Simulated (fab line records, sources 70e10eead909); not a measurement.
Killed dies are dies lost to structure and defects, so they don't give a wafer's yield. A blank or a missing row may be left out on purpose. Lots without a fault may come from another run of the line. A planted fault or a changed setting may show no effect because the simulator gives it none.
A struck lot beside a sound one | flow nand_harc | 14 steps out of a route of 1159
Sound: wafers L819.3, L819.5, L819.6. Struck: wafers L823.1, L823.4, L823.5. The cause comes at the end.
At each step with rows: each side's tool, then ch and its chambers, then its first start. Under that, the readings that differ: sound wafers | struck wafers | difference of the means | sigmas: that difference in standard deviations of wafers without a fault.
alike: readings whose means differ by less than 2 such deviations, and words and numbers that are the same on both sides. not compared: withheld readings, readings that some wafer has no value for, bounds like >300 that may hide the same value, and numbers for which the record gives no deviation and whose values overlap.
The two part at a step that has a row with sigmas, a row that says differs or no value, or rows on one side only. Numbers that don't overlap but have no deviation are shown without sigmas and don't part them. A reading that every wafer of one side lacks parts them only if that side has two wafers or more.

NHARC_P_BONDPAD_ACTIVATE_29: chemistry N2, time 60 s.
  sound on rie_diel-02 ch 2,3, day 7 15:44; struck on rie_diel-02 ch 0,1,3, day 8 21:05
  alike: drypump_motor_current_A, oes_product_au, rf_vpp_V, showerhead_plenum_p_Torr
  not compared: rf_hours_counter_h
then, 2 steps without rows for these wafers: NHARC_P_BONDPAD_PRECLEAN_30 (cleans in DIW, time 300 s); NHARC_P_BONDPAD_SRD_31 (time 30 s, dry time 20 s).
NHARC_A_START_INSPECT_01:
  sound on defect_inspect-01, day 7 16:08; struck on defect_inspect-02, day 8 21:29
  alike: raw_defect_count
then, 8 steps without rows for these wafers: NHARC_A_ZERO_WELL_PRECLEAN_00 (cleans in SPM, time 600 s); NHARC_A_ZERO_WELL_SRD_01; NHARC_A_ZERO_WELL_DEHYDRATE_02 (time 120 s); NHARC_A_ZERO_WELL_HMDS_03 (time 30 s); NHARC_A_ZERO_WELL_COAT_18 (time 65 s); NHARC_A_ZERO_WELL_COAT_04 (resist thk 600 nm); NHARC_A_ZERO_WELL_SOFTBAKE_05 (time 70 s); NHARC_A_ZERO_WELL_EBR_06.
NHARC_A_ZERO_WELL_EXPOSE_07: exposes mask A ZERO.
  sound on krf_scanner-01 ch 0, day 7 16:43; struck on krf_scanner-01, day 8 22:10
  no value came back on the struck wafers for exposure_dose_mJ_cm2, focus_offset_nm (nm); on the sound wafers exposure_dose_mJ_cm2 reads 33.86 33.86 33.83
  alike: mask
then, 1 step without rows for these wafers: NHARC_A_ZERO_WELL_PEB_08 (peb time 80 s).

WHERE THEY PART
Only at NHARC_A_ZERO_WELL_EXPOSE_07, within this record.

WHY: what the simulator had put in
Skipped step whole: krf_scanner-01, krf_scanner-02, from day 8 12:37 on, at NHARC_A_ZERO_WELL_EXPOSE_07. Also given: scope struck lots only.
